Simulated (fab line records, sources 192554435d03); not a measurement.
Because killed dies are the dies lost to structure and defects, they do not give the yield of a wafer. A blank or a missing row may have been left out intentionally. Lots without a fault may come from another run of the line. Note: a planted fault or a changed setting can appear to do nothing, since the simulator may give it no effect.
fab line records + flow n5Finfet
[record]
- lots = 5
- wafers = 15
- lastDay = 18
route steps=1938 shown MOL_CONTACT_COAG@551 PASSIVATION@1936
lots that met no fault: from a run of the same line without faults
startH: hours from the record's opening day to when the first of the lot's shown wafers began + waitH: how many hours have passed since the lot's step before this one + " the same as in the row above + L1.1+2: several wafers, shown together as one row + - no value, or no start given + * or withheld: withheld + < > ~ a bound
route shown NAME@n: names a module that has steps shown in the file, with the first one's number in the route + usual: the fault-free wafers' mean and standard deviation + same: alike in all rows + chamber/n: place in a boat + sites: per-site readings + _std_site: how widely they spread, as a standard deviation + _edge_site: inner sites' mean taken away from outer sites' mean + radiusMm: how far each site lies from the wafer's centre + mask NAME#n: copy n + behind: the last tool/chamber to shape the wafer + hold: the reason the lot was held/the length of the hold in hours/how it ended + device: names the non-switching transistor (n, p or np) + end of line: tests of these same wafers at the route's end + a step with no rows: only its recipe + killed: dies lost to structure and defects at the first sort, not the wafer's yield + map: shows each die of a wafer: x if killed, . if not, _ if none is there
set.NAME: the setting the step ran with; set.NAME@STEP: the setting that earlier step ran with + model.NAME: the simulator's own value behind a step, which no gauge read
a table for each step, a row for each wafer; lots at some steps of the route
services: a tool's chamber out of use, with start hour (startH, from the record's first day; less than 0 if before it), hours out, and reason
[[steps]]
[step N5_MOL_CONTACT_COAG_SPUTTER_130]
[recipe]
- material = Co
- targetThkA = 475
- tempC = 25
- chamberPressurePa = 0.5
- powerW = 3000
[step N5_MOL_CONTACT_COAG_PRECLEAN_125]
[recipe]
- chemistry = DIW
- timeS = 57.5
- tempC = 23
[step N5_MOL_CONTACT_COAG_SRD_126]
[recipe]
- dryTimeS = 32
- dry = n2Spin
- spinRpm = 1500
[step N5_MOL_CONTACT_COAG_CMP_23]
[recipe]
- stopOn = SiO2
- tOverpolishS = 1.5
- postCmpClean = cuAlkaline
- downForcePsi = 2
- platenRpm = 50.289
- padVelocityMS = 1.0006
- targetThkNm = 0
[step N5_MOL_CONTACT_COAG_WET_ETCH_26]
[recipe]
- target = Co
- targetDepthNm = 13
[step N5_MOL_CONTACT_COAG_WET_ETCH_116]
[recipe]
- chemistry = SC1-inhibited
- targetDepthNm = 4.6
- dry = ipaMarangoni
- rinseTimeS = 30
- rinseTempC = 23
[step N5_MOL_CONTACT_COAG_ALD_27]
[recipe]
- material = SiOC
- targetThkA = 170
- tempC = 400
- aldPrecursorFamily = carbosiloxane
- aldCoReactant = H2-plasma
- pulseTimeS = 1.5
- timeS = 2720
- purgeTimeS = 2
- coReactantPurgeTimeS = 2
- aldCycles = 340
- pressureTorr = 2
[step N5_MOL_CONTACT_COAG_CMP_28]
[recipe]
- stopOn = SiNx
- tOverpolishS = 0.85
- postCmpClean = alkalineBrush
- downForcePsi = 4.15
- platenRpm = 51.8
- padVelocityMS = 1.0307
- targetThkNm = 14.522
[step N5_MOL_CONTACT_COAG_ALD_123]
[recipe]
- material = SiNx
- targetThkA = 50
- tempC = 400
- aldPrecursorFamily = SiH2I2
- aldCoReactant = N2/H2-plasma
- pulseTimeS = 1
- purgeTimeS = 2
- coReactantPurgeTimeS = 2
- aldCycles = 100
- pressureTorr = 2
[step N5_MOL_CONTACT_COAG_PECVD_31]
[recipe]
- material = SiO2
- targetThkA = 460
- tempC = 400
- precursor = TEOS/O2
- pressureTorr = 6.5
- rfW = withheld
- teosFlowSccm = withheld
- gas = O2
- flowSccm = 2650
- timeS = 8.9
[usual]
- susceptorTempC = 399.99/0.22
| lot.wafer | tool     | chamber | startH | waitH | susceptorTempC | model.SiO2_of_MOL_CONTACT_COAG_PECVD_31.thkNm |
|-----------|----------|---------|--------|-------|----------------|-----------------------------------------------|
| L496.1    | pecvd-01 | 2       | 115.04 | 0.3   | 399.99         | 44.8                                          |
| L496.3    | "        | 1       | "      | "     | 400.01         | 44.8                                          |
| L496.5    | "        | 2       | "      | "     | 400.17         | 45.6                                          |
| L497.2    | pecvd-01 | 1       | 124.76 | 0.3   | 400.08         | 45.8                                          |
| L497.3    | "        | 0       | "      | "     | 399.94         | 45.6                                          |
| L497.5    | "        | 2       | "      | "     | 384.14         | 50.4                                          |
| L498.3    | pecvd-01 | 0       | 128.92 | 0.3   | 400.18         | 46                                            |
| L498.5    | "        | 2       | "      | "     | 384.23         | 50                                            |
| L498.6    | "        | 0       | "      | "     | 400.00         | 46.4                                          |
| L500.1    | pecvd-01 | 2       | 136.95 | 0.3   | 383.79         | 48.8                                          |
| L500.3    | "        | 0       | "      | "     | 399.90         | 45.8                                          |
| L500.5    | "        | 1       | "      | "     | 400.08         | 46.2                                          |
| L514.2    | pecvd-02 | 1       | 221.31 | 0.3   | 400.18         | 45.4                                          |
| L514.5    | "        | 1       | "      | "     | 400.00         | 46.2                                          |
| L514.6    | "        | 2       | "      | "     | 399.50         | 45.6                                          |
[step N5_MOL_CONTACT_COAG_COAT_75]
[recipe]
- resist = SOC
- tempC = 250
- timeS = 60
- spinRpm = 1500
- resistThkNm = 60
[step N5_MOL_CONTACT_COAG_COAT_76]
[recipe]
- resist = SiARC
- tempC = 220
- timeS = 60
- spinRpm = 1500
- resistThkNm = 10
[step N5_MOL_CONTACT_COAG_COAT_77]
[recipe]
- resist = underlayer
- tempC = 205
- timeS = 60
- spinRpm = 1500
- resistThkNm = 10
[step N5_MOL_CONTACT_COAG_COAT_78]
[recipe]
- resist = CAR-EUV
- spinRpm = 1500
- resistThkNm = 40
[step N5_MOL_CONTACT_COAG_EBR_80]
[recipe]
- solvent = PGMEA
- ebrWidthMm = 1.5
[step N5_MOL_CONTACT_COAG_SOFTBAKE_79]
[recipe]
- tempC = 110
- timeS = 60
- resist = CAR-EUV
[step N5_MOL_CONTACT_COAG_EXPOSE_81]
[recipe]
- maskId = VG
- na = 0.33
- sourceShape = annular
- sigmaInner = 0.3
- sigmaOuter = 0.7
- polarization = unpolarized
- defocusNm = 0
- doseMj = 59.5
[step N5_MOL_CONTACT_COAG_PEB_82]
[recipe]
- pebTempC = 100
- pebTimeS = 60
- resist = CAR-EUV
[step N5_MOL_CONTACT_COAG_DEVELOP_83]
[recipe]
- developTimeS = 30
- developer = TMAH
- resist = CAR-EUV
- rinseLiquid = surfactantRinse
- dry = airSpin
- devTempC = 23
[step N5_MOL_CONTACT_COAG_DESCUM_88]
[recipe]
- chemistry = O2
- timeS = 7
- sourcePowerW = 50
- biasPowerW = 20
- pressureMtorr = 20
- rfFrequencyHz = 2.712e+07
- tempC = 40
- resist = CAR-EUV
- o2FlowSccm = 225
[step N5_MOL_CONTACT_COAG_ETCH_89]
[recipe]
- chemistry = N2/H2
- target = underlayer
- targetDepthA = 130
- maskMaterial = CAR-EUV
- timeS = 10.4
- ionEnergyEv = 200
- pressureMtorr = 30
- sourceW = 840
- biasW = 150
- n2FlowSccm = 200
- h2FlowSccm = 200
- ends = cleared
[step N5_MOL_CONTACT_COAG_ETCH_90]
[recipe]
- chemistry = CF4
- target = SiARC
- targetDepthA = 130
- maskMaterial = CAR-EUV
- timeS = 21.7
- ionEnergyEv = 80
- pressureMtorr = 40
- sourceW = 545
- biasW = 36
- Ar_flow_sccm = 100
- cf4FlowSccm = 100
- ends = cleared
[step N5_MOL_CONTACT_COAG_ALD_131]
[recipe]
- material = SiO2
- targetThkA = 50
- tempC = 100
- aldPrecursorFamily = BDEAS
- aldCoReactant = O2-plasma
- pulseTimeS = 1
- coReactantPulseTimeS = 1
- purgeTimeS = 2
- coReactantPurgeTimeS = 2
- aldCycles = 35
- pressureTorr = 2
[step N5_MOL_CONTACT_COAG_ETCHBACK_132]
[recipe]
- chemistry = CHF3
- target = SiO2
- targetDepthA = 100
- timeS = 6.7
- ionEnergyEv = 200
- pressureMtorr = 30
- sourceW = 610
- biasW = 170
- Ar_flow_sccm = 200
- CHF3_flow_sccm = 50
[step N5_MOL_CONTACT_COAG_ETCH_91]
[recipe]
- chemistry = N2/H2
- target = SOC
- targetDepthA = 600
- overetchA = 210
- maskMaterial = SiARC
- tempC = 40
- timeS = 101.2
- ionEnergyEv = 200
- pressureMtorr = 30
- sourceW = 840
- biasW = 150
- n2FlowSccm = 200
- h2FlowSccm = 200
[step N5_MOL_CONTACT_COAG_STRIP_92]
[recipe]
- chemistry = N2/H2
- tempC = 40
- n2FlowSccm = 200
- h2FlowSccm = 200
- rfFrequencyHz = 6e+07
[step N5_MOL_CONTACT_COAG_STRIP_93]
[recipe]
- chemistry = N2/H2
- tempC = 40
- n2FlowSccm = 200
- h2FlowSccm = 200
- rfFrequencyHz = 6e+07
[step N5_MOL_CONTACT_COAG_ETCHBACK_135]
[recipe]
- chemistry = CHF3
- target = SiO2
- targetDepthA = 250
- timeS = 16.7
- ionEnergyEv = 200
- pressureMtorr = 30
- sourceW = 610
- biasW = 170
- Ar_flow_sccm = 200
- CHF3_flow_sccm = 50
[step N5_MOL_CONTACT_COAG_STRIP_118]
[recipe]
- chemistry = CHF3
- resist = SiARC
- rfFrequencyHz = 6e+07
[step N5_MOL_CONTACT_COAG_VIA_ETCH_46]
[recipe]
- chemistry = C4F6/O2
- targetDepthA = 460
- overetchA = 92
- maskMaterial = SOC
- target = SiO2
- biasW = 455
- pressureMtorr = 10
- timeS = 40
- sourceW = 325
- Ar_flow_sccm = 300
- C4F6_flow_sccm = 10
- O2_flow_sccm = 10
- ionEnergyEv = 575.3
- ends = endPoint
[usual]
- drypumpMotorCurrentA = 5.8/0.39
- oesProductAu = 0.73/0.079
- rfVppV = 1609/27
- showerheadPlenumPTorr = 2.84/0.13
- throttleValvePct = 40.9/0.4
| lot.wafer | tool       | chamber | startH | waitH | drypumpMotorCurrentA | oesProductAu | rfHoursCounterH | rfVppV | showerheadPlenumPTorr | throttleValvePct | model.etch.depthNm |
|-----------|------------|---------|--------|-------|----------------------|--------------|-----------------|--------|-----------------------|------------------|--------------------|
| L496.1    | rieDiel-01 | 2       | 115.97 | 0.0   | 5.1                  | 0.61         | 254             | 1639   | 2.77                  | 40.5             | 44.8               |
| L496.3    | "          | 1       | "      | "     | 5.8                  | 0.81         | 33              | 1572   | 2.79                  | 41.1             | 44.83              |
| L496.5    | "          | 2       | "      | "     | 5.1                  | 0.61         | -               | 1638   | 2.77                  | 40.5             | 45.63              |
| L497.2    | rieDiel-03 | 0       | 125.82 | 0.0   | 5.7                  | 0.63         | 246             | 1599   | 2.68                  | 40.3             | 45.87              |
| L497.3    | "          | 1       | "      | "     | 5.5                  | 0.80         | 28              | 1634   | 3.01                  | 41.4             | 45.66              |
| L497.5    | "          | 3       | "      | "     | 6.5                  | 0.69         | -               | 1636   | 2.82                  | 40.5             | 50.37              |
| L498.3    | rieDiel-03 | 2       | 129.85 | 0.0   | 5.7                  | 0.63         | 211             | 1605   | 2.70                  | 40.8             | 45.99              |
| L498.5    | "          | 2       | "      | "     | 5.7                  | 0.66         | -               | 1605   | 2.70                  | 40.8             | 50                 |
| L498.6    | "          | 3       | "      | "     | 6.5                  | 0.66         | -               | 1638   | 2.82                  | 40.5             | 46.46              |
| L500.1    | rieDiel-03 | 1       | 138.56 | 0.0   | 5.4                  | 0.83         | 33              | 1635   | 3.01                  | 41.5             | 48.88              |
| L500.3    | "          | 3       | "      | "     | 6.4                  | 0.65         | 169             | 1638   | 2.82                  | 40.5             | 45.83              |
| L500.5    | "          | 1       | "      | "     | 5.5                  | 0.80         | -               | 1634   | 3.01                  | 41.4             | 46.12              |
| L514.2    | rieDiel-01 | 0       | 224.51 | 0.0   | 5.6                  | 0.77         | 38              | 1597   | 2.78                  | 41.0             | 45.32              |
| L514.5    | "          | 1       | "      | "     | 5.8                  | 0.77         | -               | 1573   | 2.77                  | 41.2             | 46.29              |
| L514.6    | "          | 0       | "      | "     | 5.6                  | 0.77         | -               | 1598   | 2.78                  | 41.0             | 45.62              |
[step N5_MOL_CONTACT_COAG_STRIP_96]
[recipe]
- chemistry = N2/H2
- powerW = 500
- tempC = 40
- pressureMtorr = 50
- rfFrequencyHz = 6e+07
- overashFraction = 0.3
- biasPowerW = 28
- h2Frac = 0.5
- n2FlowSccm = 300
- h2FlowSccm = 300
[step N5_MOL_CONTACT_COAG_ETCH_47]
[recipe]
- chemistry = CH3F/O2
- target = SiNx
- targetDepthA = 270
- maskMaterial = SiO2
- stopOn = W
- overEtchFrac = 0.2
- ionEnergyEv = 120
- endpoint = OES-CN
- pressureMtorr = 30
- sourceW = 395
- biasW = 73
- Ar_flow_sccm = 150
- CH3F_flow_sccm = 30
- O2_flow_sccm = 20
- ends = endPoint
[step N5_MOL_CONTACT_COAG_STRIP_119]
[recipe]
- chemistry = N2/H2
- timeS = 30
- powerW = 1000
- tempC = 250
- pressureMtorr = withheld
- n2FlowSccm = 1750
- h2FlowSccm = 3250
[step N5_MOL_CONTACT_COAG_PRECLEAN_144]
[recipe]
- chemistry = alkalineClean
- tempC = 60
- timeS = 60
- doPpb = 50
[step N5_MOL_CONTACT_COAG_SRD_145]
[recipe]
- dry = ipaMarangoni
- timeS = 30
- tempC = 23
- rinseLiquid = diw
[step N5_MOL_CONTACT_COAG_CMP_52]
[recipe]
- stopOn = SiO2
- tOverpolishS = 1.5
- postCmpClean = wDiluteNh4oh
- downForcePsi = 4
- platenRpm = 50.289
- padVelocityMS = 1.0006
- targetThkNm = 66.5
[usual]
- motorCurrentA = 12.0/1.1
- slurryFilterDpKPa = 13.52/0.13
- slurryFlowMlMin = 150.0/0.5
| lot.wafer | tool   | chamber | startH | waitH | motorCurrentA | slurryFilterDpKPa | slurryFlowMlMin | model.SiO2_of_MOL_CONTACT_COAG_PECVD_31.thkNm |
|-----------|--------|---------|--------|-------|---------------|-------------------|-----------------|-----------------------------------------------|
| L496.1    | cmp-02 | 0       | 118.03 | 0.0   | 13.5          | 13.45             | 149.4           | 42.8                                          |
| L496.3    | "      | 2       | "      | "     | 12.2          | 13.46             | 150.2           | 42.8                                          |
| L496.5    | "      | 0       | "      | "     | 14.1          | 13.65             | 149.3           | 43.6                                          |
| L497.3    | cmp-02 | 3       | 127.87 | 0.0   | 11.1          | 13.30             | 148.8           | 43.6                                          |
| L497.2    | "      | 0       | "      | "     | 13.4          | 13.56             | 150.5           | 43.8                                          |
| L497.5    | "      | 3       | "      | "     | 11.5          | 13.57             | 149.4           | 48.2                                          |
| L498.3    | cmp-02 | 2       | 132.22 | 0.3   | 13.2          | 13.52             | 149.7           | 44                                            |
| L498.5    | "      | 3       | "      | "     | 11.9          | 13.45             | 149.2           | 48                                            |
| L498.6    | "      | 0       | "      | "     | 14.6          | 13.53             | 149.7           | 44.4                                          |
| L500.3    | cmp-04 | 1       | 141.70 | 0.1   | 13.8          | 13.49             | 149.0           | 43.8                                          |
| L500.1    | "      | 2       | "      | "     | 12.8          | 13.55             | 150.9           | 46.8                                          |
| L500.5    | "      | 0       | "      | "     | 12.3          | 13.49             | 149.3           | 44                                            |
| L514.2    | cmp-04 | 0       | 227.02 | 0.0   | 12.5          | 13.56             | 149.3           | 43.2                                          |
| L514.5    | "      | 0       | "      | "     | 12.2          | 13.37             | 149.6           | 44.2                                          |
| L514.6    | "      | 1       | "      | "     | 13.4          | 13.42             | 150.7           | 43.6                                          |
[step N5_MOL_CONTACT_COAG_THK_MEAS_53]
[recipe]
- reads = SiO2_of_MOL_CONTACT_COAG_PECVD_31
[usual]
- VIA_MOL_THK = 43.7/0.59
| lot.wafer | tool         | chamber | startH | waitH | VIA_MOL_THK[nm] |
|-----------|--------------|---------|--------|-------|-----------------|
| L496.1    | filmMetro-01 | -       | 118.33 | -     | 42.7            |
| L496.3    | "            | -       | "      | "     | 42.8            |
| L496.5    | "            | -       | "      | "     | 43.5            |
| L497.2    | filmMetro-02 | -       | 128.17 | -     | 43.8            |
| L497.3    | "            | -       | "      | "     | 43.6            |
| L497.5    | "            | -       | "      | "     | 48.3            |
| L498.3    | filmMetro-02 | -       | 132.40 | -     | 43.9            |
| L498.5    | "            | -       | "      | "     | 48.0            |
| L498.6    | "            | -       | "      | "     | 44.4            |
| L500.1    | filmMetro-02 | -       | 141.96 | -     | 46.8            |
| L500.3    | "            | -       | "      | "     | 43.7            |
| L500.5    | "            | -       | "      | "     | 44.0            |
| L514.2    | filmMetro-02 | -       | 227.31 | -     | 43.2            |
| L514.5    | "            | -       | "      | "     | 44.3            |
| L514.6    | "            | -       | "      | "     | 43.5            |
[step N5_PASSIVATION_PROBE_49]
[usual]
- killed_at_M0_to_M3 = 33/11
- killed_at_M4_up = 14/5
- killedAtContacts = 11/7.3
- killedAtFrontEnd = 43/12
- killedAtOther = 4/3.1
- killedDies = 106/17
- killedOpen = 69/13
- killedShort = 34/8.7
[same]
- grossDies = 1180
- killedAtBackSide = 0
| lot.wafer | tool      | chamber | startH | waitH | killed_at_M0_to_M3 | killed_at_M4_up | killedAtContacts | killedAtFrontEnd | killedAtOther | killedDies | killedOpen | killedShort |
|-----------|-----------|---------|--------|-------|--------------------|-----------------|------------------|------------------|---------------|------------|------------|-------------|
| L498.3    | prober-02 | -       | 348.65 | 0.1   | 40                 | 13              | 2                | 45               | 4             | 104        | 66         | 30          |
| L498.5    | prober-02 | -       | 348.75 | 0.2   | 30                 | 14              | 11               | 36               | 2             | 93         | 62         | 31          |
| L498.6    | prober-02 | -       | 348.80 | 0.3   | 32                 | 9               | 7                | 42               | 2             | 92         | 52         | 35          |
// killed by level:class
L498.3 BEOL_M3:geometricParticle:open=13 STI_FIN_REVEAL:geometricParticle:open=10 BEOL_M0_SAQP:geometricParticle:open=7 BEOL_M1:geometricParticle:open=6 FIN_SAQP:geometricParticle:open=5 BEOL_M4:geometricParticle:open=5 STARTING-WAFER:geometricParticle:open=5 HKMG_FIN:areaEtch=5
L498.5 MOL_CONTACT_COAG:geometricParticle:open=11 BEOL_M3:geometricParticle:open=8 STI_FIN_REVEAL:geometricParticle:open=5 BEOL_M0_SAQP:geometricParticle:open=5 BEOL_M0_SAQP:geometricParticle:short=5 FIN_SAQP:geometricParticle:short=4 DUMMY_GATE:geometricParticle:open=4 GATE_CUT:geometricParticle:open=4
L498.6 BEOL_M0_SAQP:geometricParticle:short=12 FIN_SAQP:geometricParticle:open=6 STI_FIN_REVEAL:geometricParticle:open=6 BEOL_M0_SAQP:geometricParticle:open=6 GATE_CUT:geometricParticle:short=5 BEOL_M3:geometricParticle:open=5 MOL_CONTACT_COAG:geometricParticle:open=4 FIN_SAQP:geometricParticle:short=3
[[services]]
| tool       | chamber | startH | hours | kind                          |
|------------|---------|--------|-------|-------------------------------|
| rieDiel-01 | 0       | 102.87 | -     | clean                         |
| rieDiel-03 | 0       | 138.30 | -     | clean                         |
| rieDiel-03 | 0       | 138.30 | -     | consumableReplace:focusRing   |
| rieDiel-03 | 0       | 138.30 | -     | consumableReplace:showerhead  |
| rieDiel-03 | 0       | 138.30 | 41.9  | scheduledDown                 |
| rieDiel-03 | 0       | 138.30 | 41.9  | ventCycle                     |
| pecvd-01   | 0       | 157.27 | 29.6  | repair                        |
| cmp-02     | -       | 158.84 | 4.6   | pm                            |
| pecvd-01   | 1       | 162.53 | 5.0   | scheduledDown                 |
| cmp-02     | -       | 164.31 | 1.0   | repair                        |
| rieDiel-03 | 2       | 165.53 | 5.8   | repair                        |
| pecvd-01   | -       | 180.22 | 1.5   | repair                        |
| cmp-04     | -       | 184.95 | 0.2   | repair                        |
| rieDiel-01 | 2       | 193.46 | 18.9  | repair                        |
| pecvd-01   | 2       | 202.38 | -     | clean                         |
| pecvd-01   | 2       | 202.38 | -     | consumableReplace:showerhead  |
| pecvd-01   | 2       | 202.38 | 29.0  | scheduledDown                 |
| pecvd-01   | 2       | 202.38 | 29.0  | ventCycle                     |
| rieDiel-03 | 2       | 206.92 | 7.6   | repair                        |
| cmp-02     | -       | 212.65 | 4.0   | pm                            |
| cmp-02     | -       | 216.65 | -     | consumableReplace:conditioner |
| cmp-02     | -       | 216.65 | -     | consumableReplace:pad         |
| cmp-04     | -       | 218.33 | 4.0   | pm                            |
| pecvd-02   | -       | 223.37 | 1.4   | repair                        |
[[key]]
[firstSign]
- step = N5_MOL_CONTACT_COAG_PECVD_31
- reading = susceptorTempC
- direction = down
- sigmas = 72
- usual = *
- struck = *
[effect]
- step = N5_MOL_CONTACT_COAG_THK_MEAS_53
- reading = VIA_MOL_THK
- direction = up
- sigmas = 6.7
- usual = 43.7
- struck = 47.7
[modelEffect]
- step = N5_MOL_CONTACT_COAG_PECVD_31
- value = SiO2_of_MOL_CONTACT_COAG_PECVD_31.thkNm
- without = 45.6
- struck = 49.73
[modelEffect]
- step = N5_MOL_CONTACT_COAG_VIA_ETCH_46
- value = etch.depthNm
- without = 45.6
- struck = 49.75
[modelEffect]
- step = N5_MOL_CONTACT_COAG_CMP_52
- value = SiO2_of_MOL_CONTACT_COAG_PECVD_31.thkNm
- without = 43.53
- struck = 47.67
metAt N5_MOL_CONTACT_COAG_PECVD_31
struckWafers L497.5,L498.5,L500.1
testerLeftOut L497,L498,L500
onsetBetween 115.04 124.76
[fault]
- kind = processParameterDrift
- tool = pecvd-01
- chamber = 2
- onsetH = 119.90
- steps = N5_MOL_CONTACT_COAG_PECVD_31
- channel = tempC
- offset = *
- shape = step
- endH = 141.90
- actsIn = *
- stated = *
// testerLeftOut: of these lots the tester's yield and bins aren't shown, on N5 and GAA mostly nor the transistor test; their killed dies are dies lost to structure and defects alone, not to doping, threshold or leakage, so they don't give the yield
